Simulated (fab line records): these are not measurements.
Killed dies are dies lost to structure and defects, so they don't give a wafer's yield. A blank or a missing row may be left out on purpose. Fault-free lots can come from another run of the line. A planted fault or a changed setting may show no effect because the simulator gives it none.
The tool behind it: which one? || flow n5 finfet || 21 lots, 63 wafers sampled, at 4 steps of a route of 1938

## WHAT THE GAUGES READ, wafer by wafer
N5_BEOL_M14_OCD_MEAS_35. Usual: trench depth nm reads 560 nm (standard deviation 15).
{"lot": "L074", "measured": "day 10 22:44", "on": "ocd-02", "trench depth nm (nm)": "545 543 544", "flag": ""}
{"lot": "L076", "measured": "day 11 02:26", "on": "ocd-01", "trench depth nm (nm)": "575 538 579", "flag": ""}
{"lot": "L075", "measured": "day 11 05:56", "on": "ocd-02", "trench depth nm (nm)": "542 537 573", "flag": ""}
{"lot": "L077", "measured": "day 11 11:09", "on": "ocd-02", "trench depth nm (nm)": "540 539 541", "flag": ""}
{"lot": "L079", "measured": "day 12 18:49", "on": "ocd-02", "trench depth nm (nm)": "576 585 578", "flag": ""}
{"lot": "L080", "measured": "day 12 21:03", "on": "ocd-02", "trench depth nm (nm)": "542 563 530", "flag": ""}
{"lot": "L081", "measured": "day 12 23:25", "on": "ocd-01", "trench depth nm (nm)": "542 567 575", "flag": ""}
{"lot": "L084", "measured": "day 13 12:05", "on": "ocd-02", "trench depth nm (nm)": "580 577 579", "flag": ""}
{"lot": "L082", "measured": "day 13 15:09", "on": "ocd-02", "trench depth nm (nm)": "566 543 544", "flag": ""}
{"lot": "L083", "measured": "day 13 15:32", "on": "ocd-01", "trench depth nm (nm)": "548 566 567", "flag": ""}
{"lot": "L085", "measured": "day 14 05:53", "on": "ocd-01", "trench depth nm (nm)": "588 554 587", "flag": ""}
{"lot": "L087", "measured": "day 14 14:07", "on": "ocd-01", "trench depth nm (nm)": "539 568 533", "flag": ""}
{"lot": "L089", "measured": "day 14 19:30", "on": "ocd-02", "trench depth nm (nm)": "550 578 578", "flag": ""}
{"lot": "L086", "measured": "day 15 03:42", "on": "ocd-02", "trench depth nm (nm)": "538 564 565", "flag": ""}
{"lot": "L088", "measured": "day 15 12:03", "on": "ocd-02", "trench depth nm (nm)": "568 550 540", "flag": ""}
{"lot": "L092", "measured": "day 15 20:54", "on": "ocd-02", "trench depth nm (nm)": "578 551 574", "flag": ""}
{"lot": "L091", "measured": "day 15 21:49", "on": "ocd-01", "trench depth nm (nm)": "551 537 553", "flag": ""}
{"lot": "L093", "measured": "day 16 17:47", "on": "ocd-02", "trench depth nm (nm)": "568 583 563", "flag": ""}
{"lot": "L097", "measured": "day 16 22:09", "on": "ocd-02", "trench depth nm (nm)": "563 559 562", "flag": ""}
{"lot": "L095", "measured": "day 17 02:05", "on": "ocd-01", "trench depth nm (nm)": "554 576 560", "flag": ""}
{"lot": "L096", "measured": "day 17 06:32", "on": "ocd-02", "trench depth nm (nm)": "553 562 571", "flag": ""}

N5_BEOL_M14_RS_MEAS_54: the measuring method here is four-point-probe. Usual: M14_RS typically reads 0.0330 ohm/sq, with standard deviation 0.0009.
{"lot": "L074", "measured": "day 11 02:41", "on": "film metro-02", "M14_RS (ohm/sq)": "0.0339 0.0339 0.0339", "flag": ""}
{"lot": "L076", "measured": "day 11 08:25", "on": "film metro-02", "M14_RS (ohm/sq)": "0.0322 0.0342 0.0319", "flag": ""}
{"lot": "L075", "measured": "day 11 16:27", "on": "film metro-02", "M14_RS (ohm/sq)": "0.0342 0.0344 0.0321", "flag": ""}
{"lot": "L077", "measured": "day 11 16:34", "on": "film metro-02", "M14_RS (ohm/sq)": "0.0342 0.0342 0.0341", "flag": ""}
{"lot": "L079", "measured": "day 12 21:26", "on": "film metro-02", "M14_RS (ohm/sq)": "0.0319 0.0313 0.0318", "flag": ""}
{"lot": "L080", "measured": "day 12 23:41", "on": "film metro-02", "M14_RS (ohm/sq)": "0.0340 0.0327 0.0347", "flag": ""}
{"lot": "L081", "measured": "day 13 07:08", "on": "film metro-01", "M14_RS (ohm/sq)": "0.0342 0.0327 0.0322", "flag": ""}
{"lot": "L084", "measured": "day 13 14:05", "on": "film metro-02", "M14_RS (ohm/sq)": "0.0317 0.0319 0.0319", "flag": ""}
{"lot": "L082", "measured": "day 13 17:44", "on": "film metro-02", "M14_RS (ohm/sq)": "0.0325 0.0340 0.0339", "flag": ""}
{"lot": "L083", "measured": "day 13 18:01", "on": "film metro-02", "M14_RS (ohm/sq)": "0.0337 0.0326 0.0326", "flag": ""}
{"lot": "L085", "measured": "day 14 12:36", "on": "film metro-02", "M14_RS (ohm/sq)": "0.0313 0.0333 0.0313", "flag": ""}
{"lot": "L087", "measured": "day 14 16:23", "on": "film metro-01", "M14_RS (ohm/sq)": "0.0343 0.0326 0.0347", "flag": ""}
{"lot": "L089", "measured": "day 15 00:14", "on": "film metro-02", "M14_RS (ohm/sq)": "0.0336 0.0319 0.0318", "flag": ""}
{"lot": "L086", "measured": "day 15 05:44", "on": "film metro-01", "M14_RS (ohm/sq)": "0.0342 0.0328 0.0327", "flag": ""}
{"lot": "L088", "measured": "day 15 13:47", "on": "film metro-01", "M14_RS (ohm/sq)": "0.0325 0.0336 0.0342", "flag": ""}
{"lot": "L092", "measured": "day 15 22:34", "on": "film metro-01", "M14_RS (ohm/sq)": "0.0320 0.0336 0.0321", "flag": ""}
{"lot": "L091", "measured": "day 16 01:11", "on": "film metro-02", "M14_RS (ohm/sq)": "0.0336 0.0344 0.0334", "flag": ""}
{"lot": "L093", "measured": "day 16 19:23", "on": "film metro-01", "M14_RS (ohm/sq)": "0.0326 0.0317 0.0328", "flag": ""}
{"lot": "L097", "measured": "day 17 00:41", "on": "film metro-01", "M14_RS (ohm/sq)": "0.0327 0.0330 0.0329", "flag": ""}
{"lot": "L095", "measured": "day 17 04:04", "on": "film metro-02", "M14_RS (ohm/sq)": "0.0333 0.0319 0.0330", "flag": ""}
{"lot": "L096", "measured": "day 17 09:48", "on": "film metro-02", "M14_RS (ohm/sq)": "0.0333 0.0328 0.0322", "flag": ""}

## TOOL THAT RAN EACH LOT (tool first, then ch and the chambers of the sampled wafers, then the start)
{"lot": "L074", "N5_BEOL_M14_ETCH_67": "rie diel-05 ch 1,3, day 10 22:10", "N5_BEOL_M14_DEP_53": "pecvd-02 ch 0,1,2, day 11 02:37"}
{"lot": "L076", "N5_BEOL_M14_ETCH_67": "rie diel-05 ch 1,2, day 11 01:52", "N5_BEOL_M14_DEP_53": "pecvd-02 ch 0,1,2, day 11 08:20"}
{"lot": "L075", "N5_BEOL_M14_ETCH_67": "rie diel-05 ch 1,2,3, day 11 05:21", "N5_BEOL_M14_DEP_53": "pecvd-03 ch 0,1,2, day 11 16:23"}
{"lot": "L077", "N5_BEOL_M14_ETCH_67": "rie diel-05 ch 1,3, day 11 10:35", "N5_BEOL_M14_DEP_53": "pecvd-01 ch 0,2, day 11 16:30"}
{"lot": "L079", "N5_BEOL_M14_ETCH_67": "rie diel-05 ch 0,2, day 12 18:14", "N5_BEOL_M14_DEP_53": "pecvd-02 ch 0,1, day 12 21:22"}
{"lot": "L080", "N5_BEOL_M14_ETCH_67": "rie diel-04 ch 0,1,3, day 12 20:33", "N5_BEOL_M14_DEP_53": "pecvd-02 ch 0,1,2, day 12 23:37"}
{"lot": "L081", "N5_BEOL_M14_ETCH_67": "rie diel-03 ch 0,2, day 12 22:50", "N5_BEOL_M14_DEP_53": "pecvd-03 ch 0,1, day 13 07:04"}
{"lot": "L084", "N5_BEOL_M14_ETCH_67": "rie diel-05 ch 0,2, day 13 11:31", "N5_BEOL_M14_DEP_53": "pecvd-02 ch 0,1,2, day 13 14:01"}
{"lot": "L082", "N5_BEOL_M14_ETCH_67": "rie diel-04 ch 2,3, day 13 14:34", "N5_BEOL_M14_DEP_53": "pecvd-01 ch 1,2, day 13 17:40"}
{"lot": "L083", "N5_BEOL_M14_ETCH_67": "rie diel-03 ch 0,3, day 13 14:58", "N5_BEOL_M14_DEP_53": "pecvd-02 ch 0,1, day 13 17:57"}
{"lot": "L085", "N5_BEOL_M14_ETCH_67": "rie diel-05 ch 2,3, day 14 05:18", "N5_BEOL_M14_DEP_53": "pecvd-01 ch 0,1,2, day 14 12:32"}
{"lot": "L087", "N5_BEOL_M14_ETCH_67": "rie diel-05 ch 1,2, day 14 13:32", "N5_BEOL_M14_DEP_53": "pecvd-02 ch 0,1, day 14 16:19"}
{"lot": "L089", "N5_BEOL_M14_ETCH_67": "rie diel-05 ch 0,2,3, day 14 18:56", "N5_BEOL_M14_DEP_53": "pecvd-02 ch 0,1, day 15 00:10"}
{"lot": "L086", "N5_BEOL_M14_ETCH_67": "rie diel-04 ch 2,3, day 15 03:07", "N5_BEOL_M14_DEP_53": "pecvd-03 ch 1,2, day 15 05:40"}
{"lot": "L088", "N5_BEOL_M14_ETCH_67": "rie diel-04 ch 0,2,3, day 15 11:28", "N5_BEOL_M14_DEP_53": "pecvd-02 ch 0,2, day 15 13:43"}
{"lot": "L092", "N5_BEOL_M14_ETCH_67": "rie diel-05 ch 0,2,3, day 15 20:20", "N5_BEOL_M14_DEP_53": "pecvd-03 ch 0,2, day 15 22:30"}
{"lot": "L091", "N5_BEOL_M14_ETCH_67": "rie diel-03 ch 0,2,3, day 15 21:14", "N5_BEOL_M14_DEP_53": "pecvd-03 ch 0,1, day 16 01:08"}
{"lot": "L093", "N5_BEOL_M14_ETCH_67": "rie diel-03 ch 1,2,3, day 16 17:13", "N5_BEOL_M14_DEP_53": "pecvd-01 ch 0,2, day 16 19:19"}
{"lot": "L097", "N5_BEOL_M14_ETCH_67": "rie diel-03 ch 0,2,3, day 16 21:34", "N5_BEOL_M14_DEP_53": "pecvd-03 ch 0,1,2, day 17 00:37"}
{"lot": "L095", "N5_BEOL_M14_ETCH_67": "rie diel-03 ch 1,2,3, day 17 01:31", "N5_BEOL_M14_DEP_53": "pecvd-01 ch 0,2, day 17 04:00"}
{"lot": "L096", "N5_BEOL_M14_ETCH_67": "rie diel-05 ch 1,2,3, day 17 05:58", "N5_BEOL_M14_DEP_53": "pecvd-03 ch 1,2, day 17 09:44"}
- N5_BEOL_M14_ETCH_67: etches SiARC in CF4, target depth 143 nm, time 238.3 s.
- N5_BEOL_M14_DEP_53: deposits SiCN from 3MS/NH3, target thk 50 nm, time 17.8 s.

## WHAT THE TOOLS THEMSELVES READ (means of the sampled wafers that have a number; where no wafer has one, the mark that the record gives instead)
N5_BEOL_M14_ETCH_67. Usual: bias w 36.00 W, standard deviation 0.1; chamber pressure mTorr 40.00 mTorr, standard deviation 0.038; drypump motor current A 5.9 A, standard deviation 0.46; etch rf on time s 237 s, standard deviation 5.8; mfc ar sccm 100.01 sccm, standard deviation 0.27; oes product au 0.72 a.u., standard deviation 0.092; rf vpp V 184.5 V, standard deviation 1.3; showerhead plenum p Torr 2.16 Torr, standard deviation 0.072; throttle valve pct 15.44 %, standard deviation 0.23.
{"lot": "L074", "tool": "rie diel-05", "bias w (W)": 36.13, "chamber pressure mTorr (mTorr)": 39.98, "drypump motor current A (A)": 5.8, "etch rf on time s (s)": 240, "mfc ar sccm (sccm)": 100.19, "oes product au (a.u.)": 0.58, "rf vpp V (V)": 185.0, "showerhead plenum p Torr (Torr)": 2.17, "throttle valve pct (%)": 15.51, "flag": ""}
{"lot": "L076", "tool": "rie diel-05", "bias w (W)": 36.07, "chamber pressure mTorr (mTorr)": 39.98, "drypump motor current A (A)": 5.6, "etch rf on time s (s)": 232, "mfc ar sccm (sccm)": 99.98, "oes product au (a.u.)": 0.76, "rf vpp V (V)": 185.0, "showerhead plenum p Torr (Torr)": 2.23, "throttle valve pct (%)": 15.44, "flag": ""}
{"lot": "L075", "tool": "rie diel-05", "bias w (W)": 36.09, "chamber pressure mTorr (mTorr)": 40.01, "drypump motor current A (A)": 5.7, "etch rf on time s (s)": 237, "mfc ar sccm (sccm)": 100.07, "oes product au (a.u.)": 0.67, "rf vpp V (V)": 184.7, "showerhead plenum p Torr (Torr)": 2.20, "throttle valve pct (%)": 15.49, "flag": ""}
{"lot": "L077", "tool": "rie diel-05", "bias w (W)": 36.04, "chamber pressure mTorr (mTorr)": 40.02, "drypump motor current A (A)": 5.4, "etch rf on time s (s)": 243, "mfc ar sccm (sccm)": 99.89, "oes product au (a.u.)": 0.59, "rf vpp V (V)": 185.4, "showerhead plenum p Torr (Torr)": 2.14, "throttle valve pct (%)": 15.54, "flag": ""}
{"lot": "L079", "tool": "rie diel-05", "bias w (W)": 36.03, "chamber pressure mTorr (mTorr)": 39.97, "drypump motor current A (A)": 5.9, "etch rf on time s (s)": 230, "mfc ar sccm (sccm)": 100.20, "oes product au (a.u.)": 0.81, "rf vpp V (V)": 185.9, "showerhead plenum p Torr (Torr)": 2.27, "throttle valve pct (%)": 15.31, "flag": ""}
{"lot": "L080", "tool": "rie diel-04", "bias w (W)": 36.06, "chamber pressure mTorr (mTorr)": 40.04, "drypump motor current A (A)": 6.3, "etch rf on time s (s)": 244, "mfc ar sccm (sccm)": 100.05, "oes product au (a.u.)": 0.67, "rf vpp V (V)": 184.2, "showerhead plenum p Torr (Torr)": 2.15, "throttle valve pct (%)": 15.35, "flag": ""}
{"lot": "L081", "tool": "rie diel-03", "bias w (W)": 35.88, "chamber pressure mTorr (mTorr)": 40.03, "drypump motor current A (A)": 5.7, "etch rf on time s (s)": 238, "mfc ar sccm (sccm)": 100.03, "oes product au (a.u.)": 0.75, "rf vpp V (V)": 185.0, "showerhead plenum p Torr (Torr)": 2.16, "throttle valve pct (%)": 15.71, "flag": ""}
{"lot": "L084", "tool": "rie diel-05", "bias w (W)": 36.01, "chamber pressure mTorr (mTorr)": 39.98, "drypump motor current A (A)": 5.9, "etch rf on time s (s)": 231, "mfc ar sccm (sccm)": 99.78, "oes product au (a.u.)": 0.80, "rf vpp V (V)": 186.1, "showerhead plenum p Torr (Torr)": 2.27, "throttle valve pct (%)": 15.33, "flag": ""}
{"lot": "L082", "tool": "rie diel-04", "bias w (W)": 36.11, "chamber pressure mTorr (mTorr)": 40.05, "drypump motor current A (A)": 6.2, "etch rf on time s (s)": 239, "mfc ar sccm (sccm)": 100.07, "oes product au (a.u.)": 0.70, "rf vpp V (V)": 183.9, "showerhead plenum p Torr (Torr)": 2.07, "throttle valve pct (%)": 15.47, "flag": ""}
{"lot": "L083", "tool": "rie diel-03", "bias w (W)": 35.96, "chamber pressure mTorr (mTorr)": 39.99, "drypump motor current A (A)": 5.5, "etch rf on time s (s)": 238, "mfc ar sccm (sccm)": 100.32, "oes product au (a.u.)": 0.67, "rf vpp V (V)": 183.0, "showerhead plenum p Torr (Torr)": 2.11, "throttle valve pct (%)": 15.73, "flag": ""}
{"lot": "L085", "tool": "rie diel-05", "bias w (W)": 36.03, "chamber pressure mTorr (mTorr)": 39.97, "drypump motor current A (A)": 6.0, "etch rf on time s (s)": 232, "mfc ar sccm (sccm)": 100.36, "oes product au (a.u.)": 0.79, "rf vpp V (V)": 185.4, "showerhead plenum p Torr (Torr)": 2.24, "throttle valve pct (%)": 15.31, "flag": ""}
{"lot": "L087", "tool": "rie diel-05", "bias w (W)": 36.00, "chamber pressure mTorr (mTorr)": 40.02, "drypump motor current A (A)": 5.3, "etch rf on time s (s)": 242, "mfc ar sccm (sccm)": 100.04, "oes product au (a.u.)": 0.64, "rf vpp V (V)": 184.5, "showerhead plenum p Torr (Torr)": 2.16, "throttle valve pct (%)": 15.55, "flag": ""}
{"lot": "L089", "tool": "rie diel-05", "bias w (W)": 35.97, "chamber pressure mTorr (mTorr)": 40.00, "drypump motor current A (A)": 5.9, "etch rf on time s (s)": 235, "mfc ar sccm (sccm)": 100.14, "oes product au (a.u.)": 0.78, "rf vpp V (V)": 186.0, "showerhead plenum p Torr (Torr)": 2.24, "throttle valve pct (%)": 15.20, "flag": ""}
{"lot": "L086", "tool": "rie diel-04", "bias w (W)": 35.99, "chamber pressure mTorr (mTorr)": 40.00, "drypump motor current A (A)": 6.3, "etch rf on time s (s)": 237, "mfc ar sccm (sccm)": 99.84, "oes product au (a.u.)": 0.73, "rf vpp V (V)": 184.3, "showerhead plenum p Torr (Torr)": 2.08, "throttle valve pct (%)": 15.51, "flag": ""}
{"lot": "L088", "tool": "rie diel-04", "bias w (W)": 36.03, "chamber pressure mTorr (mTorr)": 40.04, "drypump motor current A (A)": 6.3, "etch rf on time s (s)": 241, "mfc ar sccm (sccm)": 99.89, "oes product au (a.u.)": 0.73, "rf vpp V (V)": 183.7, "showerhead plenum p Torr (Torr)": 2.11, "throttle valve pct (%)": 15.37, "flag": ""}
{"lot": "L092", "tool": "rie diel-05", "bias w (W)": 35.87, "chamber pressure mTorr (mTorr)": 40.01, "drypump motor current A (A)": 6.0, "etch rf on time s (s)": 236, "mfc ar sccm (sccm)": 100.09, "oes product au (a.u.)": 0.75, "rf vpp V (V)": 184.3, "showerhead plenum p Torr (Torr)": 2.23, "throttle valve pct (%)": 15.23, "flag": ""}
{"lot": "L091", "tool": "rie diel-03", "bias w (W)": 36.01, "chamber pressure mTorr (mTorr)": 40.00, "drypump motor current A (A)": 5.6, "etch rf on time s (s)": 237, "mfc ar sccm (sccm)": 100.07, "oes product au (a.u.)": 0.68, "rf vpp V (V)": 184.5, "showerhead plenum p Torr (Torr)": 2.13, "throttle valve pct (%)": 15.76, "flag": ""}
{"lot": "L093", "tool": "rie diel-03", "bias w (W)": 35.97, "chamber pressure mTorr (mTorr)": 40.01, "drypump motor current A (A)": 6.0, "etch rf on time s (s)": 236, "mfc ar sccm (sccm)": 100.05, "oes product au (a.u.)": 0.70, "rf vpp V (V)": 183.1, "showerhead plenum p Torr (Torr)": 2.11, "throttle valve pct (%)": 15.65, "flag": ""}
{"lot": "L097", "tool": "rie diel-03", "bias w (W)": 36.03, "chamber pressure mTorr (mTorr)": 39.96, "drypump motor current A (A)": 5.6, "etch rf on time s (s)": 237, "mfc ar sccm (sccm)": 100.33, "oes product au (a.u.)": 0.76, "rf vpp V (V)": 182.8, "showerhead plenum p Torr (Torr)": 2.12, "throttle valve pct (%)": 15.63, "flag": ""}
{"lot": "L095", "tool": "rie diel-03", "bias w (W)": 35.96, "chamber pressure mTorr (mTorr)": 40.00, "drypump motor current A (A)": 6.0, "etch rf on time s (s)": 236, "mfc ar sccm (sccm)": 100.03, "oes product au (a.u.)": 0.70, "rf vpp V (V)": 182.7, "showerhead plenum p Torr (Torr)": 2.11, "throttle valve pct (%)": 15.66, "flag": ""}
{"lot": "L096", "tool": "rie diel-05", "bias w (W)": 35.99, "chamber pressure mTorr (mTorr)": 40.02, "drypump motor current A (A)": 5.7, "etch rf on time s (s)": 239, "mfc ar sccm (sccm)": 99.97, "oes product au (a.u.)": 0.75, "rf vpp V (V)": 184.8, "showerhead plenum p Torr (Torr)": 2.18, "throttle valve pct (%)": 15.24, "flag": ""}

N5_BEOL_M14_DEP_53. Usual: showerhead plenum p Torr 4.166 Torr, standard deviation 0.017; throttle valve pct 17.7 %, standard deviation 1.
{"lot": "L074", "tool": "pecvd-02", "showerhead plenum p Torr (Torr)": 4.171, "throttle valve pct (%)": 17.6, "flag": ""}
{"lot": "L076", "tool": "pecvd-02", "showerhead plenum p Torr (Torr)": 4.167, "throttle valve pct (%)": 17.7, "flag": ""}
{"lot": "L075", "tool": "pecvd-03", "showerhead plenum p Torr (Torr)": 4.153, "throttle valve pct (%)": 17.5, "flag": ""}
{"lot": "L077", "tool": "pecvd-01", "showerhead plenum p Torr (Torr)": 4.159, "throttle valve pct (%)": 17.9, "flag": ""}
{"lot": "L079", "tool": "pecvd-02", "showerhead plenum p Torr (Torr)": 4.182, "throttle valve pct (%)": 18.1, "flag": ""}
{"lot": "L080", "tool": "pecvd-02", "showerhead plenum p Torr (Torr)": 4.182, "throttle valve pct (%)": 17.6, "flag": ""}
{"lot": "L081", "tool": "pecvd-03", "showerhead plenum p Torr (Torr)": 4.160, "throttle valve pct (%)": 18.4, "flag": ""}
{"lot": "L084", "tool": "pecvd-02", "showerhead plenum p Torr (Torr)": 4.170, "throttle valve pct (%)": 17.5, "flag": ""}
{"lot": "L082", "tool": "pecvd-01", "showerhead plenum p Torr (Torr)": 4.155, "throttle valve pct (%)": 18.1, "flag": ""}
{"lot": "L083", "tool": "pecvd-02", "showerhead plenum p Torr (Torr)": 4.175, "throttle valve pct (%)": 18.2, "flag": ""}
{"lot": "L085", "tool": "pecvd-01", "showerhead plenum p Torr (Torr)": 4.161, "throttle valve pct (%)": 18.3, "flag": ""}
{"lot": "L087", "tool": "pecvd-02", "showerhead plenum p Torr (Torr)": 4.171, "throttle valve pct (%)": 18.4, "flag": ""}
{"lot": "L089", "tool": "pecvd-02", "showerhead plenum p Torr (Torr)": 4.174, "throttle valve pct (%)": 18.5, "flag": ""}
{"lot": "L086", "tool": "pecvd-03", "showerhead plenum p Torr (Torr)": 4.144, "throttle valve pct (%)": 17.1, "flag": ""}
{"lot": "L088", "tool": "pecvd-02", "showerhead plenum p Torr (Torr)": 4.163, "throttle valve pct (%)": 16.8, "flag": ""}
{"lot": "L092", "tool": "pecvd-03", "showerhead plenum p Torr (Torr)": 4.182, "throttle valve pct (%)": 17.1, "flag": ""}
{"lot": "L091", "tool": "pecvd-03", "showerhead plenum p Torr (Torr)": 4.154, "throttle valve pct (%)": 18.3, "flag": ""}
{"lot": "L093", "tool": "pecvd-01", "showerhead plenum p Torr (Torr)": 4.168, "throttle valve pct (%)": 18.0, "flag": ""}
{"lot": "L097", "tool": "pecvd-03", "showerhead plenum p Torr (Torr)": 4.164, "throttle valve pct (%)": 17.7, "flag": ""}
{"lot": "L095", "tool": "pecvd-01", "showerhead plenum p Torr (Torr)": 4.167, "throttle valve pct (%)": 18.0, "flag": ""}
{"lot": "L096", "tool": "pecvd-03", "showerhead plenum p Torr (Torr)": 4.147, "throttle valve pct (%)": 16.9, "flag": ""}

## THE ANSWER, worked out from the rows above alone
Rule: a lot counts as off when the mean over its wafers that have a number is more than 3 standard deviations away from the usual mean. A lot without any number at a reading at which 4 lots or more have one is off too. All remaining lots with rows at the step are treated as sound. The gauges are gone through in route order, then the tools' own readings, and for those a lot's mean is taken as printed above. At the first step where some lot is off, the reading lying furthest off is the one used; lots without a number count as furthest.
No lot is off on any of the readings shown, so nothing can be concluded from this.

## WHAT THE SIMULATOR HAD INSERTED
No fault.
